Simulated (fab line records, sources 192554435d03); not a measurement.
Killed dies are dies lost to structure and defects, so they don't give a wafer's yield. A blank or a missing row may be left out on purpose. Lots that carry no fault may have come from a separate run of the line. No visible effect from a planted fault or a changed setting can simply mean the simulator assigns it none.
Matching of chambers + flow n5 finfet + N5_BEOL_M3_VIA_ETCH_34 on rie diel-06: 4 sister chambers
The step etches the open film in C4F6/O2, target depth 69.4 nm, time 65.9 s. 8 wafers are shown with their chamber, then 9 later ones without.

== EACH WAFER AND ITS CHAMBER ==
| wafer  | chamber | rf vpp V (V) | drypump motor current A (A) |
|--------|---------|--------------|-----------------------------|
| L078.6 | 3       | 676          | 5.4                         |
| L083.3 | 0       | 649          | 6.2                         |
| L084.2 | 2       | 636          | 5.2                         |
| L084.4 | 1       | 660          | 5.5                         |
| L084.5 | 3       | 679          | 5.4                         |
| L088.3 | 2       | 636          | 5.2                         |
| L088.5 | 1       | 661          | 5.4                         |
| L088.6 | 0       | 648          | 6.3                         |

== WAFERS WHOSE CHAMBER IS MISSING ==
| wafer  | rf vpp V (V) | drypump motor current A (A) |
|--------|--------------|-----------------------------|
| L089.2 | 660          | 5.5                         |
| L089.4 | 648          | 6.2                         |
| L089.6 | 648          | 6.2                         |
| L087.2 | 647          | 6.3                         |
| L087.3 | 678          | 5.4                         |
| L087.5 | 648          | 6.2                         |
| L092.1 | 678          | 5.4                         |
| L092.4 | 660          | 5.5                         |
| L092.6 | 648          | 6.2                         |

== WHICH CHAMBER EACH ONE RAN IN ==
| wafer  | from the rows above | in truth |
|--------|---------------------|----------|
| L089.2 | 1                   | 1        |
| L089.4 | 0                   | 0        |
| L089.6 | 0                   | 0        |
| L087.2 | 0                   | 0        |
| L087.3 | 3                   | 3        |
| L087.5 | 0                   | 0        |
| L092.1 | 3                   | 3        |
| L092.4 | 1                   | 1        |
| L092.6 | 0                   | 0        |
Correct placement for 9 of the 9. Number that these rows cannot place: 0. 0 placed wrongly.
How it was worked out, from the rows above alone: a wafer's distance from a chamber is the root of the sum, over the readings, of the square of ((its reading less the chamber's mean) divided by the reading's scatter). If the next closest chamber is less than 2 further off than the closest, the wafer can't be placed; otherwise it belongs to the closest. A chamber's mean is the mean of its shown wafers. The scatter: take each reading less its chamber's mean, square it, sum over the shown wafers, divide by the number of wafers less the number of chambers, and take the root.
